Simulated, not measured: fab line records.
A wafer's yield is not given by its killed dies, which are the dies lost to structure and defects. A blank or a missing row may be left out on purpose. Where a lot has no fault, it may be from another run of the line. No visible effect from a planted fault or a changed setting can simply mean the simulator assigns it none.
fab line records	flow n5Finfet
record: lots: 10	wafers: 28	lastDay: 18
route steps=1938 shown PMOS_HMC_CHANNEL_EPI@87 FIN_SAQP@103 BEOL_M4@1111
lots that met no fault: from a run of the same line without faults
startH: start of the lot's first displayed wafer, in hours after the record's first day	waitH: hours from the lot's prior step to this one	" the same as in the row above	L1.1+2: a single row standing in for several wafers	- either no value or no given start	* or withheld: withheld	< > ~ a bound
route shown NAME@n: names a module that has steps shown in the file, with the first one's number in the route	usual: the fault-free wafers' mean and standard deviation	same: alike in all rows	chamber/n: place in a boat	sites: readings site by site	_std_site: their standard deviation	_edge_site: outer sites' mean less inner sites'	radiusMm: how far each site lies from the wafer's centre	mask NAME#n: copy n	behind: the last tool/chamber to shape the wafer	hold: cause of the lot's hold/its duration in hours/its outcome	device: whichever transistor did not switch (one of n, p or np)	end of line: at the end of the route, the tests of the same wafers	for a step that has no rows: nothing shown but its recipe	killed: at the first sort, the dies lost to defects and structure; wafer yield is something else	map: the dies of a wafer, with x for killed, . for not killed, _ for no die there
set.NAME: the setting as run; set.NAME@STEP: as run at that earlier step	model.NAME: the simulator's own value behind a step, which no gauge read
the route's steps for a sample of lots (tables are steps, rows are wafers)
services: a tool's chamber out of use, with start hour (startH, from the record's first day; less than 0 if before it), hours out, and reason
== steps ==
step: N5_PMOS_HMC_CHANNEL_EPI_EPI_26
recipe: material: Si	targetThkA: 38	tempC: 650	precursor: SiH4/H2	pressureTorr: 20	timeS: 22.7
usual: throttleValvePct: 11.00/0.3
lot.wafer	tool	chamber	startH	waitH	throttleValvePct
L877.4	epiRpcvd-02	0	20.57	0.2	10.83
L877.6	"	0	"	"	11.14
L878.1	epiRpcvd-02	0	26.60	0.0	11.27
L878.2	"	0	"	"	11.55
L878.4	"	0	"	"	11.22
L880.2	epiRpcvd-01	0	38.10	0.1	10.72
L880.5	"	0	"	"	10.73
L880.6	"	0	"	"	10.51
L882.3	epiRpcvd-04	0	50.20	0.1	10.89
L882.4	"	0	"	"	10.76
L882.6	"	0	"	"	10.70
L884.2	epiRpcvd-02	0	62.81	0.1	11.49
L884.3	"	0	"	"	11.62
L884.5	"	0	"	"	11.28
L885.3	epiRpcvd-04	0	68.23	0.2	10.70
L885.4	"	0	"	"	10.91
L885.6	"	0	"	"	10.82
L888.1	epiRpcvd-02	0	85.83	0.0	11.40
L888.2	"	0	"	"	11.11
L888.6	"	0	"	"	11.29
L895.1	epiRpcvd-04	0	127.40	0.0	10.71
L895.3	"	0	"	"	11.23
L895.4	"	0	"	"	11.07
L899.4	epiRpcvd-04	0	151.81	0.2	10.92
L899.5	"	0	"	"	10.91
L899.6	"	0	"	"	11.09
L900.2	epiRpcvd-02	0	158.08	0.1	11.03
L900.4	"	0	"	"	11.38
step: N5_PMOS_HMC_CHANNEL_EPI_INSPECT_30
recipe: inspectInstrument: darkfield	mode: postEpi
usual: rawDefectCount: 18/6.4
lot.wafer	tool	chamber	startH	waitH	rawDefectCount
L877.4	defectInspect-02	-	20.86	0.0	16
L877.6	"	-	"	"	19
L878.1	defectInspect-02	-	26.97	0.0	15
L878.2	"	-	"	"	23
L878.4	"	-	"	"	15
L880.2	defectInspect-02	-	38.42	0.0	20
L880.5	"	-	"	"	16
L880.6	"	-	"	"	26
L882.3	defectInspect-01	-	50.47	0.0	12
L882.4	"	-	"	"	10
L882.6	"	-	"	"	23
L884.2	defectInspect-01	-	63.13	0.0	24
L884.3	"	-	"	"	11
L884.5	"	-	"	"	21
L885.3	defectInspect-02	-	68.57	0.0	21
L885.4	"	-	"	"	16
L885.6	"	-	"	"	19
L888.1	defectInspect-01	-	86.20	0.0	13
L888.2	"	-	"	"	16
L888.6	"	-	"	"	29
L895.1	defectInspect-01	-	127.78	0.0	28
L895.3	"	-	"	"	30
L895.4	"	-	"	"	17
L899.4	defectInspect-01	-	152.08	0.0	7
L899.5	"	-	"	"	11
L899.6	"	-	"	"	10
L900.2	defectInspect-01	-	158.41	0.0	21
L900.4	"	-	"	"	17
step: N5_FIN_SAQP_COAT_49
recipe: resist: SOC	tempC: 250	timeS: 60	spinRpm: 1500	resistThkNm: 100
usual: resistLineTempC: 23.00/0.09	spinSpeedRpm: 1500.0/0.89
lot.wafer	tool	chamber	startH	waitH	resistLineTempC	spinSpeedRpm
L877.4	lithoTrack-04	0	21.92	0.1	23.11	1499.8
L877.6	"	0	"	"	23.00	1499.2
L878.1	lithoTrack-03	0	28.14	0.1	22.92	1500.1
L878.2	"	0	"	"	23.07	1500.4
L878.4	"	0	"	"	22.98	1501.3
L880.2	lithoTrack-04	0	39.39	0.1	23.14	1500.2
L880.5	"	0	"	"	23.01	1500.0
L880.6	"	0	"	"	23.03	1500.2
L882.3	lithoTrack-01	0	51.85	0.1	23.13	1499.6
L882.4	"	0	"	"	23.07	1500.5
L882.6	"	0	"	"	23.05	1500.9
L884.2	lithoTrack-01	0	64.53	0.1	23.06	1499.4
L884.3	"	0	"	"	23.00	1499.9
L884.5	"	0	"	"	23.01	1498.5
L885.3	lithoTrack-01	0	69.70	0.1	23.05	1500.1
L885.4	"	0	"	"	23.10	1500.6
L885.6	"	0	"	"	23.06	1500.7
L888.1	lithoTrack-03	0	87.23	0.1	23.07	1500.4
L888.2	"	0	"	"	22.92	1499.4
L888.6	"	0	"	"	22.96	1500.5
L895.1	lithoTrack-03	0	128.77	0.1	23.04	1455.3
L895.3	"	0	"	"	23.14	1456.3
L895.4	"	0	"	"	22.90	1455.8
L899.4	lithoTrack-03	0	153.05	0.0	22.91	1454.1
L899.5	"	0	"	"	23.02	1452.7
L899.6	"	0	"	"	22.94	1454.6
L900.2	lithoTrack-04	0	160.65	0.1	23.10	1499.0
L900.4	"	0	"	"	22.83	1499.1
step: N5_FIN_SAQP_ETCH_52
recipe: chemistry: N2/H2	target: SOC	targetDepthA: 1000	overetchA: 200	maskMaterial: SiARC	tempC: 40	timeS: 150	ionEnergyEv: 200	pressureMtorr: 30	sourceW: 840	biasW: 150	n2FlowSccm: 200	h2FlowSccm: 200	ends: endPoint
usual: biasW: 150.0/0.42	chamberPressureMTorr: 30.000/0.028	drypumpMotorCurrentA: 5.8/0.41	oesProductAu: 0.68/0.067	rfVppV: 525.2/2.2	showerheadPlenumPTorr: 2.59/0.075	throttleValvePct: 17.88/0.23
lot.wafer	tool	chamber	startH	waitH	biasW	chamberPressureMTorr	drypumpMotorCurrentA	oesProductAu	rfHoursCounterH	rfVppV	showerheadPlenumPTorr	throttleValvePct
L877.4	rieDiel-05	2	22.36	0.0	150.4	30.027	5.7	0.74	60	527.3	2.71	17.88
L877.6	"	2	"	"	150.3	30.000	5.7	0.75	-	529.2	2.71	17.89
L878.1	rieDiel-06	3	28.58	0.0	149.6	29.985	5.7	0.62	224	527.0	2.62	17.81
L878.2	"	2	"	"	150.3	29.997	6.4	0.64	217	526.3	2.61	17.73
L878.4	"	0	"	"	149.6	30.036	5.4	0.65	153	519.7	2.42	17.70
L880.2	rieDiel-04	0	39.88	0.0	150.0	29.998	5.3	0.64	195	526.4	2.61	18.04
L880.5	"	1	"	"	150.3	29.946	5.4	0.66	-	525.1	2.65	18.14
L880.6	"	0	"	"	149.7	29.999	5.3	0.64	-	527.1	2.61	18.02
L882.3	rieDiel-05	3	52.40	0.0	150.1	29.986	6.1	0.65	182	523.4	2.54	18.13
L882.4	"	0	"	"	149.8	29.989	5.3	0.62	-	524.7	2.53	18.10
L882.6	"	3	"	"	150.3	29.981	6.1	0.65	-	523.1	2.54	18.12
L884.2	rieDiel-06	0	64.96	0.0	149.6	30.009	5.3	0.65	166	520.5	2.42	17.73
L884.3	"	1	"	"	150.2	30.021	6.5	0.65	209	525.9	2.61	17.67
L884.5	"	0	"	"	149.1	29.964	5.4	0.65	-	519.5	2.42	17.72
L885.3	rieDiel-06	2	70.26	0.0	149.0	29.965	6.4	0.64	232	526.6	2.60	17.75
L885.4	"	0	"	"	150.3	30.037	5.3	0.65	-	520.8	2.41	17.73
L885.6	"	2	"	"	149.6	29.962	6.4	0.63	-	525.2	2.60	17.74
L888.1	rieDiel-04	0	88.10	0.0	149.9	30.001	5.3	0.63	213	525.6	2.61	18.04
L888.2	"	1	"	"	149.4	30.017	5.4	0.66	200	526.2	2.65	18.14
L888.6	"	0	"	"	149.8	29.991	5.3	0.63	-	524.7	2.61	18.04
L895.1	rieDiel-04	3	129.82	0.0	150.7	29.983	5.4	0.65	213	521.8	2.51	17.96
L895.3	"	1	"	"	150.5	30.082	5.4	0.65	213	525.7	2.64	18.18
L895.4	"	2	"	"	149.8	30.004	5.8	0.75	90	526.6	2.66	17.71
L899.4	rieDiel-05	1	153.48	0.0	149.1	30.005	6.1	0.80	30	525.7	2.59	17.42
L899.5	"	3	"	"	149.9	30.004	6.1	0.63	-	522.0	2.53	18.21
L899.6	"	0	"	"	149.7	30.009	5.3	0.86	-	523.0	2.52	17.85
L900.2	rieDiel-04	2	161.22	0.0	150.2	30.002	5.9	0.73	101	528.0	2.66	17.74
L900.4	"	3	"	"	149.7	30.007	5.3	0.64	224	522.4	2.50	17.95
step: N5_BEOL_M4_RC_MEAS_101
usual: DIBL_N: 36.1/2	DIBL_P: 36.3/2.5	IOFF_N: 0.16/0.037	IOFF_P: 0.21/0.039	ION_N: 678/15	ION_P: 465/8.7	SS_N: 71.4/0.7	SS_P: 73.3/0.74	VT_N: 249/3.6	VT_P: -250.0/2.9
lot.wafer	tool	chamber	startH	waitH	DIBL_N[mV/V]	DIBL_P[mV/V]	IOFF_N[nA/um]	IOFF_P[nA/um]	ION_N[uA/um]	ION_P[uA/um]	SS_N[mV/dec]	SS_P[mV/dec]	VT_N[mV]	VT_P[mV]
L877.4	prober-01	0	162.15	0.5	35.5	36.4	0.16	0.26	669	475	72.2	73.6	251	-243.3
L877.6	"	0	"	"	33.2	33.5	0.11	0.20	649	462	71.1	72.7	257	-247.6
L878.1	prober-02	0	178.41	0.0	38.3	39.1	0.24	0.29	711	482	71.9	73.6	241	-245.8
L878.2	"	0	"	"	35.3	35.5	0.16	0.22	670	465	71.7	71.8	249	-248.4
L878.4	"	0	"	"	35.2	36.0	0.16	0.23	671	465	71.8	72.8	245	-249.0
L880.2	prober-02	0	181.22	0.2	33.3	30.4	0.09	0.15	643	452	70.6	72.3	257	-252.8
L880.5	"	0	"	"	36.9	35.9	0.14	0.21	684	470	71.0	72.7	250	-250.1
L880.6	"	0	"	"	33.6	30.2	0.09	0.14	642	443	70.6	71.8	258	-255.9
L882.3	prober-02	0	198.11	0.3	36.2	37.4	0.16	0.21	679	463	71.7	73.2	249	-253.5
L882.4	"	0	"	"	34.6	35.8	0.13	0.18	671	466	71.1	72.5	256	-253.8
L882.6	"	0	"	"	37.3	39.0	0.19	0.23	688	467	72.2	74.0	250	-251.7
L884.2	prober-02	0	199.78	0.2	32.3	30.4	0.09	0.14	653	459	70.1	71.2	257	-253.7
L884.3	"	0	"	"	34.5	33.9	0.12	0.18	666	465	71.4	73.0	251	-250.1
L884.5	"	0	"	"	37.8	38.5	0.17	0.25	672	467	71.9	73.8	248	-247.8
L885.3	prober-02	0	233.23	0.3	38.9	40.1	0.20	0.21	675	456	72.3	73.5	250	-253.0
L885.4	"	0	"	"	35.9	37.6	0.15	0.18	673	453	71.5	72.7	252	-254.6
L885.6	"	0	"	"	36.7	38.4	0.16	0.19	670	452	72.0	72.8	252	-253.3
L888.1	prober-01	0	255.86	0.0	34.2	32.9	0.12	0.19	666	463	70.9	72.2	253	-250.1
L888.2	"	0	"	"	35.7	34.2	0.14	0.20	675	466	71.2	73.9	252	-249.2
L888.6	"	0	"	"	39.3	38.5	0.20	0.28	667	456	73.3	73.9	247	-248.1
L895.1	prober-02	0	301.42	0.0	39.2	39.4	0.21	0.26	694	476	72.5	73.8	247	-247.5
L895.3	"	0	"	"	35.9	35.9	0.14	0.21	666	457	71.6	73.8	250	-254.1
L895.4	"	0	"	"	37.1	37.4	0.18	0.23	698	464	71.7	73.4	248	-250.2
L900.2	prober-02	0	313.26	0.2	34.2	34.1	0.13	0.18	676	466	70.1	73.3	251	-251.3
L900.4	"	0	"	"	36.9	37.5	0.16	0.23	672	468	71.6	74.1	251	-249.1
L899.4	prober-01	0	325.44	0.5	39.8	41.0	0.25	0.31	702	476	72.3	74.4	242	-245.9
L899.5	"	0	"	"	36.3	37.9	0.17	0.25	687	474	71.1	74.2	246	-244.9
L899.6	"	0	"	"	37.8	38.1	0.21	0.24	689	460	72.4	74.1	244	-248.1
== services ==
tool	chamber	startH	hours	kind
rieDiel-04	2	4.62	4.7	repair
rieDiel-05	2	6.96	11.9	repair
rieDiel-06	-	7.59	0.5	repair
rieDiel-04	1	14.27	5.7	repair
rieDiel-04	2	24.36	1.3	repair
rieDiel-04	3	33.53	8.9	repair
epiRpcvd-04	-	38.89	1.6	repair
rieDiel-04	3	43.63	2.5	repair
rieDiel-05	1	48.64	-	clean
rieDiel-06	3	59.63	11.1	repair
rieDiel-04	1	64.66	7.4	repair
epiRpcvd-04	-	75.35	6.0	pm
rieDiel-06	0	80.80	5.8	repair
rieDiel-05	1	102.88	4.1	repair
rieDiel-06	3	109.47	-	clean
rieDiel-06	3	109.47	-	consumableReplace:focusRing
rieDiel-06	3	109.47	17.5	scheduledDown
rieDiel-06	3	109.47	17.5	ventCycle
epiRpcvd-02	-	123.87	4.3	pm
rieDiel-06	2	127.08	-	clean
rieDiel-06	2	127.08	-	consumableReplace:focusRing
rieDiel-06	2	127.08	14.0	scheduledDown
rieDiel-06	2	127.08	14.0	ventCycle
epiRpcvd-02	-	132.39	8.7	repair
== key ==
firstSign: step: N5_FIN_SAQP_COAT_49	reading: spinSpeedRpm	direction: down	sigmas: 51	usual: *	struck: *
effect none on later readings
metAt N5_FIN_SAQP_COAT_49
struckLots L895,L899
baselineLoss: step: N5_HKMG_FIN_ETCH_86	wafers: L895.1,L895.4
notActingAt N5_PMOS_HMC_CHANNEL_EPI_EPI_26,N5_PMOS_HMC_CHANNEL_EPI_INSPECT_30,N5_FIN_SAQP_ETCH_52
onsetBetween 87.23 128.77
fault: kind: processParameterDrift	tool: lithoTrack-03	chamber: -	onsetH: 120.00	steps: N5_FIN_SAQP_COAT_49	channel: spinRpm	offset: *	shape: step	endH: 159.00	actsIn: *	stated: *
baselineLoss: these wafers lose ten dies or more at that step, a loss of the line's own and not of a fault; the sort's usual values leave them out
